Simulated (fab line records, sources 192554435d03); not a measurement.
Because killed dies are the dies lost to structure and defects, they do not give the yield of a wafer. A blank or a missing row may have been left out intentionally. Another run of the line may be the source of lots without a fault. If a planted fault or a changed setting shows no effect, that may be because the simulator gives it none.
Chamber matching / flow n5_finfet / rie_diel-02 running N5_BEOL_M5_ETCH_62: 4 sister chambers
The step etches SOC in N2/H2, target depth 75 nm, overetch 15 nm, time 112.5 s. 4 wafers are shown with their chamber, then 12 later ones without.

== WAFERS PAIRED WITH THEIR CHAMBERS ==
wafer=L084.1; chamber=0; drypump_motor_current_A (A)=5.1
wafer=L084.5; chamber=2; drypump_motor_current_A (A)=6.6
wafer=L087.2; chamber=1; drypump_motor_current_A (A)=5.4
wafer=L087.6; chamber=3; drypump_motor_current_A (A)=6.6

== WAFERS MISSING THEIR CHAMBER ==
wafer=L091.4; drypump_motor_current_A (A)=5.4
wafer=L091.5; drypump_motor_current_A (A)=5.1
wafer=L091.6; drypump_motor_current_A (A)=5.4
wafer=L090.1; drypump_motor_current_A (A)=5.5
wafer=L090.2; drypump_motor_current_A (A)=6.6
wafer=L090.6; drypump_motor_current_A (A)=5.1
wafer=L093.1; drypump_motor_current_A (A)=6.6
wafer=L093.3; drypump_motor_current_A (A)=5.2
wafer=L093.4; drypump_motor_current_A (A)=5.4
wafer=L097.1; drypump_motor_current_A (A)=6.6
wafer=L097.4; drypump_motor_current_A (A)=6.6
wafer=L097.6; drypump_motor_current_A (A)=5.4

== WHICH CHAMBER EACH WENT THROUGH ==
wafer=L091.4; from the rows above=1; in truth=1
wafer=L091.5; from the rows above=0; in truth=0
wafer=L091.6; from the rows above=1; in truth=1
wafer=L090.1; from the rows above=1; in truth=1
wafer=L090.2; from the rows above=can't be placed: 2 or 3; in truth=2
wafer=L090.6; from the rows above=0; in truth=0
wafer=L093.1; from the rows above=can't be placed: 2 or 3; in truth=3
wafer=L093.3; from the rows above=0; in truth=0
wafer=L093.4; from the rows above=1; in truth=1
wafer=L097.1; from the rows above=can't be placed: 2 or 3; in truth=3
wafer=L097.4; from the rows above=can't be placed: 2 or 3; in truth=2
wafer=L097.6; from the rows above=1; in truth=1
Placed correctly: 8 of 12. Cannot be placed on the basis of these rows: 4; the candidates contain the true chamber in 4. Placed wrongly: 0.
How it was worked out, from the rows above alone: a wafer's distance from a chamber is the root of the sum, over the readings, of the square of ((its reading less the chamber's mean) divided by the reading's scatter). If the next closest chamber is less than 2 further off than the closest, the wafer can't be placed; otherwise it belongs to the closest. Each chamber's mean is taken over the wafers shown for it. The scatter: with one shown wafer a chamber, the root of the mean of the squares of how far each hidden wafer lies from its nearest shown one.
